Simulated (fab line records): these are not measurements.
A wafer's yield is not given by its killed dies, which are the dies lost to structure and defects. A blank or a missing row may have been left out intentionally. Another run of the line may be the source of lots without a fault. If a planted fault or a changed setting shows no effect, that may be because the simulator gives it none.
Which tool did it?    flow n5Finfet    9 lots, 27 wafers sampled, at 7 steps of a route of 1938

## WHAT EACH GAUGE READ, for each wafer
N5_BEOL_M0_SAQP_CD_MEAS_40: the cd target is 30 nm. Usual: cdNm 29.99 nm, standard deviation 0.28.
lot   measured      on        cdNm (nm)          flag
L201  day 6 08:19   cdSem-01  30.49 30.04 30.04  
L202  day 6 11:14   cdSem-03  29.58 29.91 30.18  
L205  day 7 00:57   cdSem-01  30.01 30.08 30.40  
L206  day 7 08:56   cdSem-03  30.29 30.11 29.46  
L207  day 7 17:17   cdSem-01  29.77 29.78 29.85  
L208  day 8 00:53   cdSem-02  30.22 30.09 30.70  
L218  day 10 12:17  cdSem-03  29.93 30.00 29.36  
L219  day 10 15:08  cdSem-02  30.45 30.43 30.38  
L220  day 10 22:22  cdSem-02  29.62 29.97 29.49  

N5_BEOL_M0_SAQP_INSPECT_42: inspects for defects (brightfield). Usual: rawDefectCount 324, standard deviation 96.
lot   measured      on                rawDefectCount  flag
L201  day 6 08:24   defectInspect-02  376 283 309     
L202  day 6 11:20   defectInspect-02  219 203 201     
L205  day 7 01:02   defectInspect-01  307 269 212     
L206  day 7 09:02   defectInspect-01  1587 1494 1450  OFF
L207  day 7 17:23   defectInspect-02  1400 1587 1415  OFF
L208  day 8 00:58   defectInspect-02  1508 1419 1567  OFF
L218  day 10 12:23  defectInspect-02  341 398 289     
L219  day 10 15:14  defectInspect-02  362 284 447     
L220  day 10 22:27  defectInspect-02  267 218 287     

N5_BEOL_M0_CUTY_INSPECT_59: inspects for defects (macro). Usual: rawDefectCount 2.2, standard deviation 1.4.
lot   measured      on                rawDefectCount  flag
L201  day 6 09:51   defectInspect-02  1 1 2           
L202  day 6 12:43   defectInspect-02  1 1 1           
L205  day 7 02:26   defectInspect-02  7 6 1           
L206  day 7 12:10   defectInspect-01  >300 >300 >300  OFF
L207  day 7 18:54   defectInspect-01  >300 >300 >300  OFF
L208  day 8 02:15   defectInspect-01  >300 >300 >300  OFF
L218  day 10 13:41  defectInspect-02  2 2 5           
L219  day 10 17:11  defectInspect-02  3 2 2           
L220  day 11 00:01  defectInspect-01  3 3 2           

N5_BEOL_M4_RC_MEAS_101. Usual: DIBL_N 36.6 mV/V, standard deviation 2.1; DIBL_P 36.3 mV/V, standard deviation 2.2; IOFF_N 0.16 nA/um, standard deviation 0.036; IOFF_P 0.21 nA/um, standard deviation 0.038; ION_N 671 uA/um, standard deviation 12; ION_P 460 uA/um, standard deviation 7.5; SS_N 71.8 mV/dec, standard deviation 0.72; SS_P 73.3 mV/dec, standard deviation 0.72; VT_N 250 mV, standard deviation 3.2; VT_P -250 mV, standard deviation 3.5.
lot   measured      on         DIBL_N (mV/V)   DIBL_P (mV/V)   IOFF_N (nA/um)  IOFF_P (nA/um)  ION_N (uA/um)  ION_P (uA/um)  SS_N (mV/dec)   SS_P (mV/dec)   VT_N (mV)    VT_P (mV)       flag
L201  day 8 11:43   prober-02  35.4 36.8 38.4  36.4 37.3 40.0  0.17 0.20 0.23  0.22 0.23 0.28  661 678 680    459 460 461    72.0 72.4 72.7  74.1 74.3 74.9  250 245 243  -251 -250 -248  
L202  day 8 13:08   prober-01  36.6 34.7 35.2  35.8 33.8 33.3  0.18 0.14 0.14  0.21 0.18 0.17  674 670 664    458 463 452    71.9 71.7 71.7  73.5 73.2 72.9  249 250 251  -251 -254 -253  
L205  day 9 04:12   prober-01  38.5 38.6 39.4  37.8 37.6 37.8  0.21 0.19 0.20  0.25 0.24 0.25  682 673 678    463 457 463    72.4 72.1 73.1  73.7 74.1 74.3  245 249 249  -249 -250 -248  
L206  day 9 20:33   prober-02  38.0 39.1 40.2  36.7 37.5 38.5  0.17 0.18 0.21  0.23 0.24 0.26  659 674 673    459 465 461    72.0 72.2 72.8  73.5 73.8 73.4  249 248 245  -247 -248 -247  
L207  day 9 17:07   prober-01  35.7 36.0 35.9  35.6 36.6 36.8  0.16 0.16 0.16  0.21 0.23 0.22  674 673 673    459 462 458    71.9 71.8 72.2  73.0 73.2 73.3  248 250 249  -252 -249 -250  
L208  day 10 02:48  prober-02  34.4 35.4 32.6  35.1 35.9 33.4  0.13 0.15 0.11  0.19 0.21 0.16  663 678 666    456 470 461    70.9 71.0 70.7  72.4 73.1 72.5  252 249 252  -252 -249 -252  
L218  day 12 15:39  prober-01  37.1 36.6 35.7  38.6 35.5 35.3  0.14 0.13 0.12  0.21 0.16 0.16  657 653 648    457 443 447    71.7 71.6 71.1  74.2 73.5 72.5  252 254 255  -251 -257 -254  
L219  day 12 19:21  prober-02  37.9 35.5 36.4  37.7 35.2 36.9  0.18 0.14 0.16  0.22 0.19 0.22  672 667 682    451 457 462    71.8 71.7 71.6  73.7 72.5 73.5  250 254 249  -253 -254 -251  
L220  day 13 02:57  prober-01  37.2 33.6 34.7  35.3 32.8 33.9  0.16 0.12 0.14  0.24 0.21 0.21  658 666 667    456 468 469    72.2 70.6 70.3  73.5 72.2 72.7  251 255 247  -246 -249 -246  

## WHICH TOOL RAN EACH LOT (tool, then ch and the chambers of the sampled wafers, then the start)
lot   N5_BEOL_M0_SAQP_RECESS_114         N5_BEOL_M0_SAQP_SPACER1_ALD_98    N5_BEOL_M0_SAQP_STRIP_75
L201  vaporEtch-02 ch 0,1, day 6 05:01   aldSin-01 ch 0,1,3, day 6 05:25   rieDiel-06 ch 0,1, day 6 09:24
L202  vaporEtch-02 ch 0,1, day 6 08:07   aldSin-02 ch 0,2,3, day 6 08:30   rieDiel-05 ch 0,2, day 6 12:17
L205  vaporEtch-02 ch 0,1, day 6 21:26   aldSin-02 ch 1,3, day 6 21:49     rieDiel-05 ch 1,2,3, day 7 01:59
L206  vaporEtch-02 ch 0, day 7 05:40     aldSin-01 ch 0,1,3, day 7 06:02   rieDiel-06 ch 0,2, day 7 11:43
L207  vaporEtch-02 ch 0,1, day 7 13:57   aldSin-03 ch 0,2,3, day 7 14:20   rieDiel-06 ch 0,3, day 7 18:26
L208  vaporEtch-02 ch 0,1, day 7 20:56   aldSin-01 ch 0,2,3, day 7 21:12   rieDiel-06 ch 1,2,3, day 8 01:55
L218  vaporEtch-02 ch 0,1, day 10 08:58  aldSin-03 ch 1,3, day 10 09:20    rieDiel-03 ch 0,3, day 10 13:22
L219  vaporEtch-02 ch 0,1, day 10 11:49  aldSin-01 ch 0,2,3, day 10 12:05  rieDiel-06 ch 0,3, day 10 16:44
L220  vaporEtch-02 ch 0,1, day 10 19:11  aldSin-02 ch 0,2,3, day 10 19:35  rieDiel-05 ch 0,2,3, day 10 23:34
- N5_BEOL_M0_SAQP_RECESS_114: chemistry HF/NH3, target SiO2, target depth 14.4 nm, afs cycles 3, sublimation time 60 s.
- N5_BEOL_M0_SAQP_SPACER1_ALD_98: deposits SiO2, target thk 12.8 nm, pulse time 1 s, purge time 2 s.
- N5_BEOL_M0_SAQP_STRIP_75: strips in CF4.

## AS READ BY THE TOOLS THEMSELVES (means over the sampled wafers that have a number; for cases with no such wafer, the mark the record gives instead)
N5_BEOL_M0_SAQP_RECESS_114. Usual: drypumpMotorCurrentA 5.5 A, standard deviation 0.34; sublimationTempC 180.01 C, standard deviation 0.18.
lot   tool          drypumpMotorCurrentA (A)  sublimationTempC (C)  flag
L201  vaporEtch-02  5.4                       180.02                
L202  vaporEtch-02  5.4                       179.95                
L205  vaporEtch-02  5.7                       180.08                
L206  vaporEtch-02  6.0                       180.22                
L207  vaporEtch-02  5.4                       179.92                
L208  vaporEtch-02  5.4                       180.04                
L218  vaporEtch-02  5.7                       179.84                
L219  vaporEtch-02  5.7                       180.07                
L220  vaporEtch-02  5.4                       180.07                

N5_BEOL_M0_SAQP_SPACER1_ALD_98. Usual: heaterPowerW 442 W, standard deviation 51; precursorPulseHeightRel 0.998, standard deviation 0.02.
lot   tool       heaterPowerW (W)  precursorPulseHeightRel  flag
L201  aldSin-01  403               1.005                    
L202  aldSin-02  452               0.991                    
L205  aldSin-02  416               0.995                    
L206  aldSin-01  398               0.997                    
L207  aldSin-03  440               1.005                    
L208  aldSin-01  461               0.989                    
L218  aldSin-03  469               1.022                    
L219  aldSin-01  455               1.020                    
L220  aldSin-02  452               0.994                    

N5_BEOL_M0_SAQP_STRIP_75. Usual: cf4FlowSccm 150.0 sccm, standard deviation 0.48; drypumpMotorCurrentA 5.74 A, standard deviation 0.26; oesProductAu 0.177 a.u., standard deviation 0.017; rfVppV 271.2 V, standard deviation 1.5; showerheadPlenumPTorr 1.81 Torr, standard deviation 0.049; throttleValvePct 13.67 %, standard deviation 0.19.
lot   tool        cf4FlowSccm (sccm)  drypumpMotorCurrentA (A)  oesProductAu (a.u.)  rfVppV (V)  showerheadPlenumPTorr (Torr)  throttleValvePct (%)  flag
L201  rieDiel-06  150.7               5.90                      0.174                272.5       1.86                          13.76                 
L202  rieDiel-05  150.1               5.75                      0.183                269.7       1.77                          13.71                 
L205  rieDiel-05  149.5               5.80                      0.197                272.5       1.84                          13.41                 
L206  rieDiel-06  150.2               5.62                      0.166                270.2       1.80                          13.68                 
L207  rieDiel-06  150.6               5.82                      0.183                271.9       1.81                          13.76                 
L208  rieDiel-06  150.2               5.73                      0.178                271.1       1.82                          13.65                 
L218  rieDiel-03  150.1               5.30                      0.164                271.6       1.79                          13.76                 
L219  rieDiel-06  150.1               5.79                      0.188                271.5       1.81                          13.72                 
L220  rieDiel-05  150.0               5.83                      0.185                271.2       1.81                          13.65                 

## THE ANSWER, worked out from the rows above alone
Rule: take the mean of a lot's wafers that have a number; if it is more than 3 standard deviations from the usual mean, the lot is off. Also off: a lot with no number at a reading for which 4 or more lots have one. Any other lot the step has rows for is counted as sound. First the gauges in route order, then the tools' own readings, where a lot's mean is used as printed above. The first step at which some lot is off is used, and at that step the reading that is off furthest; a lot without a number counts as furthest.
Off at N5_BEOL_M0_SAQP_INSPECT_42 (rawDefectCount): L206, L207, L208.
If a tool, at a process step before that reading, ran all the lots that are off and no sound lot after the first of them, it fits. Those tools and the gauges at N5_BEOL_M0_SAQP_INSPECT_42 are tried in the same way. No candidate that was tried fits.

## WHAT THE SIMULATOR PUT IN
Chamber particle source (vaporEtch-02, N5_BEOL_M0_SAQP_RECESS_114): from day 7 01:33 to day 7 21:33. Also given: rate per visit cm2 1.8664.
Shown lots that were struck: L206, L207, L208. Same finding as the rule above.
